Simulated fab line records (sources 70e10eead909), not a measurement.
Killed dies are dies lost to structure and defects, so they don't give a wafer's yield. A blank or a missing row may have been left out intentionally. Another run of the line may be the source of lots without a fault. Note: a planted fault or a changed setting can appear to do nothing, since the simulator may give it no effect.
Matching of chambers / flow nand-harc / NHARC_A_STAIRCASE_DEP_259 on pecvd-04 has 3 sister chambers
The step deposits SiON, target thk 30 nm. 3 wafers are shown with their chamber, then 7 later ones without.

== EACH WAFER AND ITS CHAMBER ==
wafer=L089.1; chamber=0; heater-power-w (W)=713
wafer=L094.4; chamber=1; heater-power-w (W)=720
wafer=L094.5; chamber=2; heater-power-w (W)=695

== WAFERS MISSING THEIR CHAMBER ==
wafer=L094.6; heater-power-w (W)=723
wafer=L093.1; heater-power-w (W)=825
wafer=L093.3; heater-power-w (W)=694
wafer=L093.4; heater-power-w (W)=839
wafer=L096.1; heater-power-w (W)=628
wafer=L096.2; heater-power-w (W)=741
wafer=L096.4; heater-power-w (W)=635

== WHICH CHAMBER EACH WENT THROUGH ==
wafer=L094.6; from the rows above=can't be placed: 1 or 0 or 2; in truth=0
wafer=L093.1; from the rows above=can't be placed: 1 or 0 or 2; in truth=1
wafer=L093.3; from the rows above=can't be placed: 2 or 0 or 1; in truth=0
wafer=L093.4; from the rows above=can't be placed: 1 or 0 or 2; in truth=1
wafer=L096.1; from the rows above=can't be placed: 2 or 0 or 1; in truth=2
wafer=L096.2; from the rows above=can't be placed: 1 or 0 or 2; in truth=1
wafer=L096.4; from the rows above=can't be placed: 2 or 0 or 1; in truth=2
Correct placement for 0 of the 7. From these rows, 7 cannot be placed; in 7 the true chamber is one of the candidates. Placed wrongly: 0.
How it was worked out, from the rows above alone: a wafer's distance from a chamber is the root of the sum, over the readings, of the square of ((its reading less the chamber's mean) divided by the reading's scatter). The wafer belongs to the nearest chamber; if the next one is less than 2 further off, it can't be placed. For every chamber, the mean is computed from those of its wafers that are shown. The scatter: root of mean squared gap, hidden wafer to nearest shown wafer, with one shown wafer a chamber.
